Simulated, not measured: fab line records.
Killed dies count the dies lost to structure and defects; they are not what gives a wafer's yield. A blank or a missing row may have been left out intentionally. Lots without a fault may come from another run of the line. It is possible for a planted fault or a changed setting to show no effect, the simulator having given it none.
Split-lot experiment || flow n5 finfet || route with 1938 steps; 7 lots, 21 wafers read

ABOUT THE SPLIT
At N5_PASSIVATION_EXPOSE_27 (exposes mask PAD, defocus 0 nm), the setting dose mj was moved away from the recipe's 32.3 on 7 of the 21 wafers read, by -5.3% to +6.5%. For the rest of the wafers, this setting stayed at what the recipe calls for.

FROM THE SPLIT TO THE READING: what the file shows between them, 2 steps
- N5_PASSIVATION_DEVELOP_29: develop time 60 s (also split here: develop time s)
- N5_PASSIVATION_HARDBAKE_31: time 120 s

THE READING
cd nm at N5_PASSIVATION_CD_MEAS_30, given in nm (cd target 4000 nm). Fault-free wafers of this fab line usually give 3999.9 nm, standard deviation 2 nm.

{"wafer": "L075.1", "tool, chamber at the split": "krf scanner-02, 0", "dose mj as run": 32.3, "against the recipe": "recipe", "cd nm, nm": 3999.1, "against lot-mates on the recipe": "-"}
{"wafer": "L075.3", "tool, chamber at the split": "krf scanner-02, 0", "dose mj as run": 31.66, "against the recipe": "-2.0%", "cd nm, nm": 3993.5, "against lot-mates on the recipe": -5.6}
{"wafer": "L075.6", "tool, chamber at the split": "krf scanner-02, 0", "dose mj as run": 31.66, "against the recipe": "-2.0%", "cd nm, nm": 3995.3, "against lot-mates on the recipe": -3.8}
{"wafer": "L082.2", "tool, chamber at the split": "krf scanner-01, 0", "dose mj as run": 34.41, "against the recipe": "+6.5%", "cd nm, nm": 4008.3, "against lot-mates on the recipe": "+10.5"}
{"wafer": "L082.4", "tool, chamber at the split": "krf scanner-01, 0", "dose mj as run": 32.3, "against the recipe": "recipe", "cd nm, nm": 3997.8, "against lot-mates on the recipe": "-"}
{"wafer": "L082.6", "tool, chamber at the split": "krf scanner-01, 0", "dose mj as run": 34.41, "against the recipe": "+6.5%", "cd nm, nm": 4008.8, "against lot-mates on the recipe": "+11.0"}
{"wafer": "L080.1", "tool, chamber at the split": "krf scanner-01, 0", "dose mj as run": 32.3, "against the recipe": "recipe", "cd nm, nm": 4002.3, "against lot-mates on the recipe": "-"}
{"wafer": "L080.2", "tool, chamber at the split": "krf scanner-01, 0", "dose mj as run": 32.3, "against the recipe": "recipe", "cd nm, nm": 4001.1, "against lot-mates on the recipe": "-"}
{"wafer": "L080.4", "tool, chamber at the split": "krf scanner-01, 0", "dose mj as run": 32.3, "against the recipe": "recipe", "cd nm, nm": 4002.7, "against lot-mates on the recipe": "-"}
{"wafer": "L091.2", "tool, chamber at the split": "krf scanner-02, 0", "dose mj as run": 30.58, "against the recipe": "-5.3%", "cd nm, nm": 3992.4, "against lot-mates on the recipe": -11.3}
{"wafer": "L091.3", "tool, chamber at the split": "krf scanner-02, 0", "dose mj as run": 32.3, "against the recipe": "recipe", "cd nm, nm": 4003.7, "against lot-mates on the recipe": "-"}
{"wafer": "L091.4", "tool, chamber at the split": "krf scanner-02, 0", "dose mj as run": 30.58, "against the recipe": "-5.3%", "cd nm, nm": 3993.5, "against lot-mates on the recipe": -10.2}
{"wafer": "L097.1", "tool, chamber at the split": "krf scanner-02, 0", "dose mj as run": 32.3, "against the recipe": "recipe", "cd nm, nm": 4003.1, "against lot-mates on the recipe": "-"}
{"wafer": "L097.2", "tool, chamber at the split": "krf scanner-02, 0", "dose mj as run": 32.3, "against the recipe": "recipe", "cd nm, nm": 4002.4, "against lot-mates on the recipe": "-"}
{"wafer": "L097.3", "tool, chamber at the split": "krf scanner-02, 0", "dose mj as run": 32.3, "against the recipe": "recipe", "cd nm, nm": 4002.9, "against lot-mates on the recipe": "-"}
{"wafer": "L095.2", "tool, chamber at the split": "krf scanner-01, 0", "dose mj as run": 32.3, "against the recipe": "recipe", "cd nm, nm": 3996.6, "against lot-mates on the recipe": "-"}
{"wafer": "L095.3", "tool, chamber at the split": "krf scanner-01, 0", "dose mj as run": 32.3, "against the recipe": "recipe", "cd nm, nm": 3998.3, "against lot-mates on the recipe": "-"}
{"wafer": "L095.4", "tool, chamber at the split": "krf scanner-01, 0", "dose mj as run": 32.3, "against the recipe": "recipe", "cd nm, nm": 3999.7, "against lot-mates on the recipe": "-"}
{"wafer": "L096.1", "tool, chamber at the split": "krf scanner-02, 0", "dose mj as run": 31.61, "against the recipe": "-2.1%", "cd nm, nm": 3995.5, "against lot-mates on the recipe": -3.8}
{"wafer": "L096.4", "tool, chamber at the split": "krf scanner-02, 0", "dose mj as run": 32.3, "against the recipe": "recipe", "cd nm, nm": 3998.7, "against lot-mates on the recipe": "-"}
{"wafer": "L096.5", "tool, chamber at the split": "krf scanner-02, 0", "dose mj as run": 32.3, "against the recipe": "recipe", "cd nm, nm": 4000.0, "against lot-mates on the recipe": "-"}

THE FIT
A straight line over all 21 wafers: cd nm changes by +1.42 nm for each +1% of dose mj; r = +0.87; the points scatter about the line by 2.2 nm.
The same after taking each lot's own level away (the mean of its wafers on the recipe; 21 wafers): +1.82 nm for each +1%; r = +0.99; scatter 0.88 nm.
According to that fit, moving dose mj by its largest amount changes the reading by 12 nm.
The lots' own levels span 3997.80 to 4003.70 nm, that is 2.9 times the standard deviation above.
Thus the slope moves with the lot-to-lot level: the two fits are different.
Check: +12.1 nm against its lot-mates is what the line predicts for one of the wafers moved furthest among these (+6.5%) when that wafer is left out of the fit. Against them it came out at +10.5 nm.

OTHER SPLITS ON THESE WAFERS
Note: prior to the reading, these wafers also went through further splits. Each is held against what the fit with the lots' levels taken away leaves over:
{"other split on the same wafers": "N5_BEOL_M15_COAT_22 spin rpm", "wafers away from the commonest value": 6, "r with cd nm (lot level and that fit taken away)": -0.34}
{"other split on the same wafers": "N5_BEOL_M15_TRENCH_ETCH_34 time s", "wafers away from the commonest value": 7, "r with cd nm (lot level and that fit taken away)": -0.31}
{"other split on the same wafers": "N5_MIM_TOP_LITHO_EXPOSE_05 dose mj", "wafers away from the commonest value": 6, "r with cd nm (lot level and that fit taken away)": -0.14}
{"other split on the same wafers": "N5_PASSIVATION_DEVELOP_29 develop time s", "wafers away from the commonest value": 11, "r with cd nm (lot level and that fit taken away)": "+0.06"}

FILE'S OWN FIT
cd nm changes by +1.83 nm for each +1% of dose mj, r = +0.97.
